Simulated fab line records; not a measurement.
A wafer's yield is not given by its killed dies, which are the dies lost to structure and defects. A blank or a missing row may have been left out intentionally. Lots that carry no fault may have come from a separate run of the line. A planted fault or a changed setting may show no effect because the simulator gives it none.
fab line records -- flow n5_finfet -- part 2 of 2: steps 5 to 6 of 6
record: lots: 24, wafers: 72, last_day: 17
route steps=1938 shown BEOL_M1@822 BEOL_M2@858
lots untouched by any fault: they come from a run of this same line in which no faults occurred
start_h: start of the lot's first displayed wafer, in hours after the record's first day -- wait_h: how many hours have passed since the lot's step before this one -- " identical to the entry in the row above -- L1.1+2: a single row standing in for several wafers -- - no value, or no start was given -- * or withheld: withheld -- < > ~ a bound
route shown NAME@n: a module of which the file shows steps, and the number in the route of the first -- usual: mean and standard deviation over wafers with no fault -- same: alike in all rows -- chamber/n: place in a boat -- sites: readings site by site -- _std_site: standard deviation across them -- _edge_site: the outer-site mean with the inner-site mean subtracted -- radius_mm: how far each site lies from the wafer's centre -- mask NAME#n: copy n -- behind: tool/chamber where the wafer was last shaped -- hold: what put the lot on hold/how long, in hours/how the hold closed -- device: whichever transistor did not switch (one of n, p or np) -- end of line: tests run on the same wafers once the route is complete -- a step without rows: its recipe alone -- killed: dies lost to structure and defects at the first sort, not the wafer's yield -- map: the dies of a wafer, with x for killed, . for not killed, _ for no die there
set.NAME: setting as actually run; set.NAME@STEP: the setting as run at that earlier step -- model.NAME: the simulator's own value behind a step, which no gauge read
one table for each step of the route and one row for each wafer, over a sample of lots
services: the hour from which a tool's chamber was out of use, counted from the record's first day as start_h (under 0 if before that day), plus the number of hours and why
== steps ==
step: N5_BEOL_M2_STRIP_19
recipe: chemistry: O2, power_w: 400, temp_c: 40, pressure_mtorr: 30, rf_frequency_hz: 6e+07, bias_power_w: 0, overash_fraction: 0.2, o2_flow_sccm: 225
usual: drypump_motor_current_A: 5.6/0.55, o2_flow_sccm: 225.0/0.6, oes_product_au: 0.82/0.09, rf_vpp_V: 3.7/0.49, showerhead_plenum_p_Torr: 2.10/0.064, throttle_valve_pct: 16.61/0.18
lot.wafer,tool,chamber,start_h,wait_h,drypump_motor_current_A,o2_flow_sccm,oes_product_au,rf_hours_counter_h,rf_vpp_V,showerhead_plenum_p_Torr,throttle_valve_pct
L075.1,rie_diel-06,2,135.61,0.1,6.1,224.9,0.89,27,3.7,2.05,16.53
L075.4,rie_diel-06,0,135.61,0.1,5.8,225.0,0.73,189,3.4,2.07,16.61
L075.5,rie_diel-06,2,135.61,0.1,6.1,225.6,0.89,-,3.4,2.05,16.54
L074.1,rie_diel-04,1,136.70,0.1,5.4,224.6,0.73,185,4.1,2.09,16.79
L074.3,rie_diel-04,3,136.70,0.1,5.5,225.3,0.81,98,3.8,2.12,16.63
L074.6,rie_diel-04,3,136.70,0.1,5.5,226.2,0.81,-,3.3,2.12,16.62
L076.2,rie_diel-02,0,137.05,0.1,5.0,225.1,0.67,241,4.0,1.98,16.92
L076.3,rie_diel-02,2,137.05,0.1,4.9,224.4,0.81,90,3.1,2.11,16.78
L076.6,rie_diel-02,2,137.05,0.1,4.9,225.1,0.80,-,3.3,2.11,16.76
L077.3,rie_diel-02,1,150.08,0.1,6.7,225.0,0.95,14,3.5,2.06,16.46
L077.4,rie_diel-02,3,150.08,0.1,5.9,225.4,0.90,33,2.8,2.23,16.37
L077.6,rie_diel-02,3,150.08,0.1,5.9,225.9,0.90,-,3.6,2.23,16.36
L078.1,rie_diel-06,1,158.15,0.1,5.3,225.3,0.92,10,3.1,2.15,16.63
L078.3,rie_diel-06,2,158.15,0.1,6.1,225.1,0.86,34,3.6,2.05,16.56
L078.5,rie_diel-06,3,158.15,0.1,5.0,225.3,0.72,-,4.6,2.08,16.84
L079.1,rie_diel-02,0,160.39,0.1,5.0,224.2,0.66,249,2.8,1.97,16.94
L079.5,rie_diel-02,3,160.39,0.1,5.9,225.0,0.90,-,4.2,2.22,16.36
L079.6,rie_diel-02,0,160.39,0.1,5.0,224.9,0.67,-,4.5,1.97,16.96
L080.1,rie_diel-02,3,168.37,0.1,5.9,224.8,0.89,39,4.0,2.22,16.40
L080.4,rie_diel-02,1,168.37,0.1,6.7,225.5,0.93,-,3.2,2.06,16.48
L080.6,rie_diel-02,2,168.37,0.1,4.9,225.8,0.78,-,3.8,2.11,16.80
L081.4,rie_diel-02,2,180.43,0.1,4.9,224.7,0.79,107,2.9,2.11,16.82
L081.5,rie_diel-02,0,180.43,0.1,5.0,224.1,0.96,-,3.8,2.24,16.49
L081.6,rie_diel-02,3,180.43,0.1,5.9,225.5,0.88,-,4.0,2.22,16.40
L082.2,rie_diel-04,0,184.03,0.1,6.3,225.4,0.83,56,3.5,2.13,16.18
L082.3,rie_diel-04,2,184.03,0.1,5.1,225.9,0.90,44,3.3,2.12,16.31
L082.6,rie_diel-04,3,184.03,0.1,5.5,224.6,0.80,-,3.5,2.11,16.67
L083.1,rie_diel-02,3,188.00,0.1,5.9,224.7,0.88,46,3.8,2.22,16.41
L083.2,rie_diel-02,2,188.00,0.1,4.9,225.2,0.78,108,3.6,2.11,16.81
L083.4,rie_diel-02,0,188.00,0.1,5.0,224.9,0.95,3,4.1,2.24,16.47
L084.1,rie_diel-06,1,192.74,0.2,5.3,225.0,0.91,16,4.7,2.15,16.60
L084.2,rie_diel-06,3,192.74,0.2,5.0,225.2,0.71,230,3.2,2.07,16.88
L084.3,rie_diel-06,0,192.74,0.2,5.8,223.8,0.71,210,3.5,2.06,16.64
L085.2,rie_diel-02,3,204.48,0.1,5.9,224.3,0.88,52,3.0,2.22,16.42
L085.3,rie_diel-02,0,204.48,0.1,5.0,225.4,0.93,10,3.4,2.23,16.48
L085.4,rie_diel-02,2,204.48,0.1,4.9,223.9,0.77,115,4.4,2.10,16.83
L086.2,rie_diel-06,2,208.48,0.1,6.1,224.7,0.85,52,3.9,2.05,16.60
L086.3,rie_diel-06,0,208.48,0.1,5.8,226.0,0.71,215,3.2,2.06,16.65
L086.5,rie_diel-06,1,208.48,0.1,5.3,225.3,0.89,-,4.1,2.14,16.64
L087.2,rie_diel-06,0,213.51,0.1,5.8,224.9,0.71,217,3.8,2.06,16.65
L087.3,rie_diel-06,2,213.51,0.1,6.1,225.6,0.84,55,4.2,2.05,16.60
L087.6,rie_diel-06,3,213.51,0.1,5.0,225.0,0.70,-,2.8,2.07,16.89
L089.3,rie_diel-06,3,217.92,0.1,5.0,224.7,0.70,239,3.7,2.07,16.90
L089.5,rie_diel-06,1,217.92,0.1,5.3,224.7,0.89,-,3.3,2.14,16.62
L089.6,rie_diel-06,2,217.92,0.1,6.1,225.4,0.84,-,3.8,2.04,16.61
L088.1,rie_diel-06,0,217.96,0.2,5.8,223.9,0.71,218,4.2,2.06,16.64
L088.3,rie_diel-06,2,217.96,0.2,6.0,226.5,0.83,56,3.2,2.05,16.60
L088.4,rie_diel-06,3,217.96,0.2,5.0,225.8,0.70,-,2.9,2.07,16.92
L091.2,rie_diel-06,1,235.88,0.2,5.3,225.1,0.87,30,3.7,2.14,16.65
L091.5,rie_diel-06,3,235.88,0.2,5.0,225.0,0.69,-,3.2,2.06,16.90
L091.6,rie_diel-06,0,235.88,0.2,5.8,224.9,0.69,-,3.4,2.06,16.67
L090.2,rie_diel-04,0,238.40,0.1,6.3,225.2,0.81,77,4.3,2.12,16.22
L090.5,rie_diel-04,3,238.40,0.1,5.5,224.4,0.77,-,3.4,2.10,16.69
L090.6,rie_diel-04,0,238.40,0.1,6.3,224.5,0.81,-,3.1,2.12,16.22
L092.1,rie_diel-06,2,241.59,0.3,6.0,224.8,0.83,68,3.8,2.04,16.61
L092.4,rie_diel-06,1,241.59,0.3,5.3,226.1,0.88,-,3.4,2.14,16.65
L092.6,rie_diel-06,0,241.59,0.3,5.8,225.0,0.70,-,3.6,2.06,16.67
L093.3,rie_diel-06,3,260.92,0.1,5.0,224.2,1.03,0,4.0,2.06,16.43
L093.4,rie_diel-06,0,260.92,0.1,5.8,224.8,0.68,240,4.8,2.05,16.69
L093.6,rie_diel-06,3,260.92,0.1,5.0,224.7,1.02,-,3.8,2.06,16.45
L095.1,rie_diel-06,2,263.39,0.1,6.1,225.4,0.81,79,3.0,2.04,16.63
L095.2,rie_diel-06,1,263.39,0.1,5.3,226.1,0.86,43,3.5,2.14,16.68
L095.4,rie_diel-06,0,263.39,0.1,5.8,224.6,0.70,240,3.2,2.05,16.68
L094.1,rie_diel-02,2,268.36,0.1,4.9,223.8,0.78,128,3.5,2.10,16.85
L094.2,rie_diel-02,1,268.36,0.1,6.7,224.8,0.89,47,3.6,2.05,16.51
L094.6,rie_diel-02,2,268.36,0.1,4.9,224.5,0.78,-,4.7,2.10,16.84
L096.2,rie_diel-06,0,268.59,0.1,5.8,225.4,0.68,242,4.2,2.05,16.71
L096.4,rie_diel-06,3,268.59,0.1,5.0,224.9,1.02,3,3.8,2.06,16.45
L096.5,rie_diel-06,1,268.59,0.1,5.3,225.2,0.85,-,4.5,2.14,16.67
L097.1,rie_diel-02,2,270.24,0.4,4.9,223.7,0.77,129,3.4,2.10,16.85
L097.2,rie_diel-02,3,270.24,0.4,5.9,225.5,0.85,67,4.8,2.21,16.44
L097.5,rie_diel-02,1,270.24,0.4,6.7,225.9,0.88,-,3.4,2.05,16.54
step: N5_BEOL_M2_CD_MEAS_18
recipe: pitch_nm: 36, target_cd_nm: 18
usual: cd_nm: 18.1/0.32
lot.wafer,tool,chamber,start_h,wait_h,cd_nm
L075.1,cd_sem-02,-,135.68,0.0,18.0
L075.4,cd_sem-02,-,135.68,0.0,18.4
L075.5,cd_sem-02,-,135.68,0.0,18.4
L074.1,cd_sem-02,-,136.77,0.0,17.6
L074.3,cd_sem-02,-,136.77,0.0,17.9
L074.6,cd_sem-02,-,136.77,0.0,18.0
L076.2,cd_sem-03,-,137.12,0.1,17.8
L076.3,cd_sem-03,-,137.12,0.1,17.7
L076.6,cd_sem-03,-,137.12,0.1,17.7
L077.3,cd_sem-03,-,150.15,0.1,18.3
L077.4,cd_sem-03,-,150.15,0.1,18.8
L077.6,cd_sem-03,-,150.15,0.1,18.3
L078.1,cd_sem-02,-,158.22,0.0,17.7
L078.3,cd_sem-02,-,158.22,0.0,18.4
L078.5,cd_sem-02,-,158.22,0.0,17.9
L079.1,cd_sem-02,-,160.46,0.0,18.5
L079.5,cd_sem-02,-,160.46,0.0,18.2
L079.6,cd_sem-02,-,160.46,0.0,18.7
L080.1,cd_sem-01,-,168.44,0.0,18.4
L080.4,cd_sem-01,-,168.44,0.0,18.3
L080.6,cd_sem-01,-,168.44,0.0,18.9
L081.4,cd_sem-03,-,180.51,0.1,17.8
L081.5,cd_sem-03,-,180.51,0.1,18.2
L081.6,cd_sem-03,-,180.51,0.1,18.1
L082.2,cd_sem-02,-,184.10,0.1,18.0
L082.3,cd_sem-02,-,184.10,0.1,17.8
L082.6,cd_sem-02,-,184.10,0.1,17.9
L083.1,cd_sem-01,-,188.07,0.0,18.3
L083.2,cd_sem-01,-,188.07,0.0,18.1
L083.4,cd_sem-01,-,188.07,0.0,18.3
L084.1,cd_sem-01,-,192.81,0.0,18.0
L084.2,cd_sem-01,-,192.81,0.0,18.2
L084.3,cd_sem-01,-,192.81,0.0,18.3
L085.2,cd_sem-02,-,204.56,0.1,18.0
L085.3,cd_sem-02,-,204.56,0.1,18.0
L085.4,cd_sem-02,-,204.56,0.1,17.5
L086.2,cd_sem-02,-,208.56,0.1,17.8
L086.3,cd_sem-02,-,208.56,0.1,17.8
L086.5,cd_sem-02,-,208.56,0.1,17.8
L087.2,cd_sem-01,-,213.58,0.1,17.9
L087.3,cd_sem-01,-,213.58,0.1,18.2
L087.6,cd_sem-01,-,213.58,0.1,18.1
L089.3,cd_sem-02,-,218.00,0.1,17.5
L089.5,cd_sem-02,-,218.00,0.1,17.7
L089.6,cd_sem-02,-,218.00,0.1,18.2
L088.1,cd_sem-01,-,218.03,0.0,17.9
L088.3,cd_sem-01,-,218.03,0.0,18.3
L088.4,cd_sem-01,-,218.03,0.0,17.8
L091.2,cd_sem-01,-,235.95,0.1,17.3
L091.5,cd_sem-01,-,235.95,0.1,17.6
L091.6,cd_sem-01,-,235.95,0.1,18.4
L090.2,cd_sem-01,-,238.47,0.1,18.4
L090.5,cd_sem-01,-,238.47,0.1,18.0
L090.6,cd_sem-01,-,238.47,0.1,18.3
L092.1,cd_sem-01,-,241.66,0.0,18.0
L092.4,cd_sem-01,-,241.66,0.0,17.5
L092.6,cd_sem-01,-,241.66,0.0,18.1
L093.3,cd_sem-01,-,260.99,0.1,18.2
L093.4,cd_sem-01,-,260.99,0.1,18.8
L093.6,cd_sem-01,-,260.99,0.1,18.4
L095.1,cd_sem-03,-,263.47,0.1,18.0
L095.2,cd_sem-03,-,263.47,0.1,18.9
L095.4,cd_sem-03,-,263.47,0.1,18.5
L094.1,cd_sem-03,-,268.43,0.0,18.4
L094.2,cd_sem-03,-,268.43,0.0,18.1
L094.6,cd_sem-03,-,268.43,0.0,18.2
L096.2,cd_sem-02,-,268.66,0.1,17.7
L096.4,cd_sem-02,-,268.66,0.1,18.3
L096.5,cd_sem-02,-,268.66,0.1,18.2
L097.1,cd_sem-02,-,270.31,0.0,18.1
L097.2,cd_sem-02,-,270.31,0.0,18.3
L097.5,cd_sem-02,-,270.31,0.0,18.2
== services ==
tool,chamber,start_h,hours,kind
pvd_sputter-03,-,118.23,5.8,repair
rie_diel-06,-,153.59,1.2,repair
rie_diel-02,0,162.16,-,clean
rie_diel-02,0,162.16,-,consumable_replace:focus_ring
rie_diel-02,0,162.16,-,consumable_replace:showerhead
rie_diel-02,0,162.16,13.7,scheduled_down
rie_diel-02,0,162.16,13.7,vent_cycle
pvd_sputter-01,-,164.86,1.5,repair
rie_diel-06,1,175.24,16.7,repair
pvd_sputter-02,-,187.05,3.7,repair
rie_diel-02,3,196.56,2.4,repair
rie_diel-02,-,217.41,0.9,repair
rie_diel-02,-,221.67,28.1,pm
rie_diel-06,3,240.20,-,clean
rie_diel-06,3,240.20,-,consumable_replace:focus_ring
rie_diel-06,3,240.20,19.6,scheduled_down
rie_diel-06,3,240.20,19.6,vent_cycle
